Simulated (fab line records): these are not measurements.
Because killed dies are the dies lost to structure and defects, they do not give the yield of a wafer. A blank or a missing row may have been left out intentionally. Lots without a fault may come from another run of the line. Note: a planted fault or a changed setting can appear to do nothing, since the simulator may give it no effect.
fab line records -- flow nand-harc
record lots=7, wafers=18, last-day=33
route steps=1302 shown A_ONON_D2@550
lots untouched by any fault: they come from a run of this same line in which no faults occurred
start-h: the number of hours between the record's first day and the start of the first shown wafer of the lot -- wait-h: hours since the lot's step before -- " the same as in the row above -- L1.1+2: a row that stands for several wafers -- - no value present, or no start provided -- * or withheld: withheld -- < > ~ a bound
route shown NAME@n: a module of which the file shows steps, and the number in the route of the first -- usual: mean/standard deviation taken from wafers without a fault -- same: alike in all rows -- chamber/n: place in a boat -- sites: readings site by site -- _std_site: the standard deviation of these -- _edge_site: outer sites' mean less inner sites' -- radius-mm: how far each site lies from the wafer's centre -- mask NAME#n: copy n -- behind: the most recent tool/chamber to have shaped the wafer -- hold: reason for holding the lot/hours on hold/outcome of the hold -- device: the transistor (n, p or np) that didn't switch -- end of line: the same wafers' tests at the end of the route -- a step without rows: its recipe alone -- killed: at the first sort, the dies lost to defects and structure; wafer yield is something else -- map: shows each die of a wafer: x if killed, . if not, _ if none is there
set.NAME: the setting that was run; set.NAME@STEP: the one run at that earlier step -- model.NAME: the simulator's own value behind a step, which no gauge read
certain route steps with their lots: each step a table, each wafer a row
services: the hour from which a tool's chamber was out of use, counted from the record's first day as start-h (under 0 if before that day), plus the number of hours and why
## steps
# step NHARC_A_ONON_D2_THK_MEAS_08
# recipe thk-meas-gauge=ellipsometry
# usual thk-nm=1000/11
lot.wafer,tool,chamber,start-h,wait-h,thk-nm
L305.1,film-metro-02,-,282.55,-,998
L305.3,film-metro-02,-,282.55,-,997
L305.6,film-metro-02,-,282.55,-,998
L308.2,film-metro-02,-,316.02,-,1008
L308.4,film-metro-02,-,316.02,-,1006
L308.5,film-metro-02,-,316.02,-,1007
L320.3,film-metro-02,-,434.39,-,982
L320.4,film-metro-02,-,434.39,-,981
L321.2,film-metro-01,-,442.35,-,987
L321.3,film-metro-01,-,442.35,-,984
L322.3,film-metro-02,-,448.98,-,1011
L322.4,film-metro-02,-,448.98,-,1013
L324.1,film-metro-02,-,490.02,-,1015
L324.4,film-metro-02,-,490.02,-,1013
L324.6,film-metro-02,-,490.02,-,1014
L327.3,film-metro-01,-,508.54,-,1007
L327.5,film-metro-01,-,508.54,-,1005
L327.6,film-metro-01,-,508.54,-,1007
# step NHARC_A_ONON_D2_DEP_09
# recipe target-thk-a=10000, n2-flow-sccm=2750, n2o-flow-sccm=2000, nh3-flow-sccm=500, sih4-flow-sccm=210, temp-c=400
# step NHARC_A_ONON_D2_THK_MEAS_11
# recipe thk-meas-gauge=ellipsometry
# usual thk-nm=997/11
lot.wafer,tool,chamber,start-h,wait-h,thk-nm
L305.1,film-metro-02,-,283.12,-,996
L305.3,film-metro-02,-,283.12,-,997
L305.6,film-metro-02,-,283.12,-,996
L308.2,film-metro-02,-,316.59,-,1010
L308.4,film-metro-02,-,316.59,-,1009
L308.5,film-metro-02,-,316.59,-,1012
L320.3,film-metro-02,-,435.08,-,980
L320.4,film-metro-02,-,435.08,-,983
L321.2,film-metro-02,-,442.91,-,992
L321.3,film-metro-02,-,442.91,-,992
L322.3,film-metro-01,-,449.54,-,994
L322.4,film-metro-01,-,449.54,-,990
L324.1,film-metro-01,-,490.59,-,1012
L324.4,film-metro-01,-,490.59,-,1012
L324.6,film-metro-01,-,490.59,-,1011
L327.3,film-metro-01,-,509.11,-,1002
L327.5,film-metro-01,-,509.11,-,1004
L327.6,film-metro-01,-,509.11,-,1003
# step NHARC_A_ONON_D2_DEP_12
# recipe target-thk-a=10000, n2-flow-sccm=2750, n2o-flow-sccm=2000, nh3-flow-sccm=500, sih4-flow-sccm=210, temp-c=400
# step NHARC_A_ONON_D2_THK_MEAS_14
# recipe thk-meas-gauge=ellipsometry
# usual thk-nm=1001/8.8
lot.wafer,tool,chamber,start-h,wait-h,thk-nm
L305.1,film-metro-01,-,283.69,-,1014
L305.3,film-metro-01,-,283.69,-,1013
L305.6,film-metro-01,-,283.69,-,1012
L308.2,film-metro-01,-,317.16,-,1014
L308.4,film-metro-01,-,317.16,-,1016
L308.5,film-metro-01,-,317.16,-,1016
L320.3,film-metro-02,-,435.65,-,988
L320.4,film-metro-02,-,435.65,-,990
L321.2,film-metro-01,-,443.59,-,993
L321.3,film-metro-01,-,443.59,-,996
L322.3,film-metro-01,-,450.11,-,989
L322.4,film-metro-01,-,450.11,-,990
L324.1,film-metro-02,-,491.15,-,1001
L324.4,film-metro-02,-,491.15,-,1001
L324.6,film-metro-02,-,491.15,-,1000
L327.3,film-metro-01,-,509.68,-,997
L327.5,film-metro-01,-,509.68,-,998
L327.6,film-metro-01,-,509.68,-,998
# step NHARC_A_ONON_D2_ANNEAL_15
# recipe temp-c=750, time-s=3600
# step NHARC_A_ONON_D2_DEP_16
# recipe target-thk-a=10000, n2-flow-sccm=2750, n2o-flow-sccm=2000, nh3-flow-sccm=500, sih4-flow-sccm=210, temp-c=400
# step NHARC_A_ONON_D2_THK_MEAS_18
# recipe thk-meas-gauge=ellipsometry
# usual thk-nm=1002/10
lot.wafer,tool,chamber,start-h,wait-h,thk-nm
L305.1,film-metro-01,-,291.12,-,995
L305.3,film-metro-01,-,291.12,-,994
L305.6,film-metro-01,-,291.12,-,995
L308.2,film-metro-02,-,324.57,-,1010
L308.4,film-metro-02,-,324.57,-,1009
L308.5,film-metro-02,-,324.57,-,1007
L320.3,film-metro-01,-,443.27,-,1003
L320.4,film-metro-01,-,443.27,-,1005
L321.2,film-metro-02,-,450.98,-,995
L321.3,film-metro-02,-,450.98,-,997
L322.3,film-metro-01,-,457.77,-,993
L322.4,film-metro-01,-,457.77,-,995
L324.1,film-metro-02,-,499.28,-,994
L324.4,film-metro-02,-,499.28,-,993
L324.6,film-metro-02,-,499.28,-,993
L327.3,film-metro-02,-,517.44,-,998
L327.5,film-metro-02,-,517.44,-,999
L327.6,film-metro-02,-,517.44,-,996
# step NHARC_A_ONON_D2_DEP_19
# recipe target-thk-a=10000, n2-flow-sccm=2750, n2o-flow-sccm=2000, nh3-flow-sccm=500, sih4-flow-sccm=210, temp-c=400
# step NHARC_A_ONON_D2_THK_MEAS_21
# recipe thk-meas-gauge=ellipsometry
# usual thk-nm=998/11
lot.wafer,tool,chamber,start-h,wait-h,thk-nm
L305.1,film-metro-02,-,291.68,-,1008
L305.3,film-metro-02,-,291.68,-,1011
L305.6,film-metro-02,-,291.68,-,1009
L308.2,film-metro-02,-,325.13,-,992
L308.4,film-metro-02,-,325.13,-,991
L308.5,film-metro-02,-,325.13,-,992
L320.3,film-metro-02,-,443.94,-,1015
L320.4,film-metro-02,-,443.94,-,1014
L321.2,film-metro-02,-,451.55,-,996
L321.3,film-metro-02,-,451.55,-,995
L322.3,film-metro-01,-,458.33,-,1019
L322.4,film-metro-01,-,458.33,-,1017
L324.1,film-metro-01,-,499.91,-,991
L324.4,film-metro-01,-,499.91,-,992
L324.6,film-metro-01,-,499.91,-,990
L327.3,film-metro-01,-,518.00,-,1001
L327.5,film-metro-01,-,518.00,-,1002
L327.6,film-metro-01,-,518.00,-,1002
# step NHARC_A_ONON_D2_DEP_22
# recipe target-thk-a=10000, n2-flow-sccm=2750, n2o-flow-sccm=2000, nh3-flow-sccm=500, sih4-flow-sccm=210, temp-c=400
# step NHARC_A_ONON_D2_THK_MEAS_24
# recipe thk-meas-gauge=ellipsometry
# usual thk-nm=1007/8.3
lot.wafer,tool,chamber,start-h,wait-h,thk-nm
L305.1,film-metro-02,-,292.25,-,999
L305.3,film-metro-02,-,292.25,-,998
L305.6,film-metro-02,-,292.25,-,1000
L308.2,film-metro-02,-,325.70,-,1016
L308.4,film-metro-02,-,325.70,-,1019
L308.5,film-metro-02,-,325.70,-,1018
L320.3,film-metro-02,-,444.51,-,1012
L320.4,film-metro-02,-,444.51,-,1009
L321.2,film-metro-01,-,452.12,-,1001
L321.3,film-metro-01,-,452.12,-,1001
L322.3,film-metro-02,-,458.90,-,1009
L322.4,film-metro-02,-,458.90,-,1006
L324.1,film-metro-01,-,500.47,-,998
L324.4,film-metro-01,-,500.47,-,999
L324.6,film-metro-01,-,500.47,-,997
L327.3,film-metro-01,-,518.57,-,1004
L327.5,film-metro-01,-,518.57,-,1004
L327.6,film-metro-01,-,518.57,-,1003
# step NHARC_A_ONON_D2_DEP_25
# recipe target-thk-a=10000, n2-flow-sccm=2750, n2o-flow-sccm=2000, nh3-flow-sccm=500, sih4-flow-sccm=210, temp-c=400
# usual sih4-flow-sccm=210.0/0.58, susceptor-temp-C=400.03/0.25
lot.wafer,tool,chamber,start-h,wait-h,sih4-flow-sccm,susceptor-temp-C
L305.1,pecvd-onon-04,0,292.31,0.1,209.4,400.30
L305.3,pecvd-onon-04,0,292.31,0.1,210.3,400.24
L305.6,pecvd-onon-04,0,292.31,0.1,209.0,400.43
L308.2,pecvd-onon-04,0,325.81,0.1,209.2,400.21
L308.4,pecvd-onon-04,0,325.81,0.1,209.9,400.22
L308.5,pecvd-onon-04,0,325.81,0.1,210.2,399.60
L320.3,pecvd-onon-04,0,444.68,0.2,208.8,400.20
L320.4,pecvd-onon-04,0,444.68,0.2,208.9,400.35
L321.2,pecvd-onon-04,0,452.23,0.1,209.6,400.18
L321.3,pecvd-onon-04,0,452.23,0.1,209.5,399.94
L322.3,pecvd-onon-04,0,459.07,0.2,209.7,400.02
L322.4,pecvd-onon-04,0,459.07,0.2,210.2,400.33
L324.1,pecvd-onon-03,0,500.52,0.1,209.7,399.93
L324.4,pecvd-onon-03,0,500.52,0.1,209.7,399.82
L324.6,pecvd-onon-03,0,500.52,0.1,210.9,399.93
L327.3,pecvd-onon-03,0,518.74,0.2,209.9,400.25
L327.5,pecvd-onon-03,0,518.74,0.2,210.5,400.27
L327.6,pecvd-onon-03,0,518.74,0.2,210.4,400.20
# step NHARC_A_ONON_D2_THK_MEAS_27
# recipe thk-meas-gauge=ellipsometry
# usual thk-nm=999/7.9
lot.wafer,tool,chamber,start-h,wait-h,thk-nm
L305.1,film-metro-02,-,292.82,-,1004
L305.3,film-metro-02,-,292.82,-,1001
L305.6,film-metro-02,-,292.82,-,1003
L308.2,film-metro-02,-,326.27,-,1003
L308.4,film-metro-02,-,326.27,-,1002
L308.5,film-metro-02,-,326.27,-,1002
L320.3,film-metro-02,-,445.07,-,999
L320.4,film-metro-02,-,445.07,-,659
L321.2,film-metro-01,-,452.69,-,656
L321.3,film-metro-01,-,452.69,-,994
L322.3,film-metro-01,-,459.47,-,992
L322.4,film-metro-01,-,459.47,-,653
L324.1,film-metro-02,-,501.03,-,992
L324.4,film-metro-02,-,501.03,-,990
L324.6,film-metro-02,-,501.03,-,991
L327.3,film-metro-02,-,519.14,-,998
L327.5,film-metro-02,-,519.14,-,1000
L327.6,film-metro-02,-,519.14,-,1000
# step NHARC_A_ONON_D2_DEP_28
# recipe target-thk-a=10000, n2-flow-sccm=2750, n2o-flow-sccm=2000, nh3-flow-sccm=500, sih4-flow-sccm=210, temp-c=400
## services
tool,chamber,start-h,hours,kind
pecvd-onon-04,-,311.33,13.0,pm
pecvd-onon-03,-,408.02,13.0,pm
pecvd-onon-04,-,492.33,13.0,pm
## key
first-sign step=NHARC_A_ONON_D2_THK_MEAS_27, reading=thk-nm, direction=down, sigmas=44, usual=999, struck=656
effect none on later readings
met-at NHARC_A_ONON_D2_DEP_25
struck-wafers L320.4,L321.2,L322.4
later-rows-left-out L320.4,L321.2,L322.4
sort-left-out L320.4,L321.2,L322.4
tester-left-out L320,L321,L322
onset-between 325.81 444.68
fault kind=process-parameter-drift, tool=pecvd-onon-04, chamber=-, onset-h=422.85, steps=NHARC_A_ONON_D2_DEP_25, channel=target-thk-a, offset=*, shape=step, end-h=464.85, scope=struck-wafers-only, acts-in=*, stated=*
# tester-left-out: of these lots the tester's yield and bins aren't shown, on N5 and GAA mostly nor the transistor test; their killed dies are dies lost to structure and defects alone, not to doping, threshold or leakage, so they don't give the yield
# sort-left-out: the simulated sort isn't trusted on such a fault, so these wafers' sort isn't shown, and their yield isn't known
# later-rows-left-out: the simulator's readings of these wafers behind a module that went badly wrong aren't trusted and aren't shown, but for the sort
